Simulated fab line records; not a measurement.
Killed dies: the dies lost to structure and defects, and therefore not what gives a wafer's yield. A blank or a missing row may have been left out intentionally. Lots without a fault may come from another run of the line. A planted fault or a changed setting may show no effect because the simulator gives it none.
Chamber matching || flow n5-finfet || lpcvd-01 running N5_DUMMY_GATE_CVD_03: 11 sister chambers
The step deposits a-Si from SiH4, target thk 150 nm, time 8042 s. 14 wafers are shown with their chamber, then 1 later ones without.

EACH WAFER AND ITS CHAMBER
{"wafer": "L509.1", "chamber": "1/90", "zone-power-bottom-pct (%)": 10.6}
{"wafer": "L509.3", "chamber": "1/100", "zone-power-bottom-pct (%)": 10.6}
{"wafer": "L509.5", "chamber": "1/109", "zone-power-bottom-pct (%)": 10.6}
{"wafer": "L522.2", "chamber": "1/70", "zone-power-bottom-pct (%)": 10.6}
{"wafer": "L522.4", "chamber": "1/79", "zone-power-bottom-pct (%)": 10.6}
{"wafer": "L522.6", "chamber": "1/89", "zone-power-bottom-pct (%)": 10.6}
{"wafer": "L523.2", "chamber": "1/95", "zone-power-bottom-pct (%)": 10.7}
{"wafer": "L523.3", "chamber": "1/100", "zone-power-bottom-pct (%)": 10.7}
{"wafer": "L523.5", "chamber": "1/109", "zone-power-bottom-pct (%)": 10.7}
{"wafer": "L525.1", "chamber": "0/65", "zone-power-bottom-pct (%)": 10.7}
{"wafer": "L525.5", "chamber": "0/84", "zone-power-bottom-pct (%)": 10.7}
{"wafer": "L525.6", "chamber": "0/89", "zone-power-bottom-pct (%)": 10.7}
{"wafer": "L527.2", "chamber": "0/70", "zone-power-bottom-pct (%)": 10.8}
{"wafer": "L527.5", "chamber": "0/84", "zone-power-bottom-pct (%)": 10.8}

SIGNATURES (means of the wafers above)
{"reading": "zone-power-bottom-pct", "chamber 0/65": 10.700, "chamber 0/70": 10.800, "chamber 0/84": 10.750, "chamber 0/89": 10.700, "chamber 1/100": 10.650, "chamber 1/109": 10.650, "chamber 1/70": 10.600, "chamber 1/79": 10.600, "chamber 1/89": 10.600, "chamber 1/90": 10.600, "chamber 1/95": 10.700, "scatter within a chamber": 0.0707}
Rule: for a wafer and a chamber, the distance is found by dividing, reading by reading, the gap between the wafer's reading and the chamber's mean by the reading's scatter, squaring, summing and taking the root. If the next closest chamber is less than 2 further off than the closest, the wafer can't be placed; otherwise it belongs to the closest. How the scatter is found: for the shown wafers, subtract from each reading the mean of its chamber, square and add these, divide the total by (wafers less chambers), then take the root.

WAFERS MISSING THEIR CHAMBER
{"wafer": "L527.6", "zone-power-bottom-pct (%)": 10.8}

CHAMBER TAKEN BY EACH
{"wafer": "L527.6", "from the rows above": "can't be placed: 0/70 or 0/84 or 0/65 or 0/89 or 1/95", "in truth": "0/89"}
Placed correctly: 0 of 1. From these rows, 1 cannot be placed; in 1 the true chamber is one of the candidates. Wrongly placed: 0.
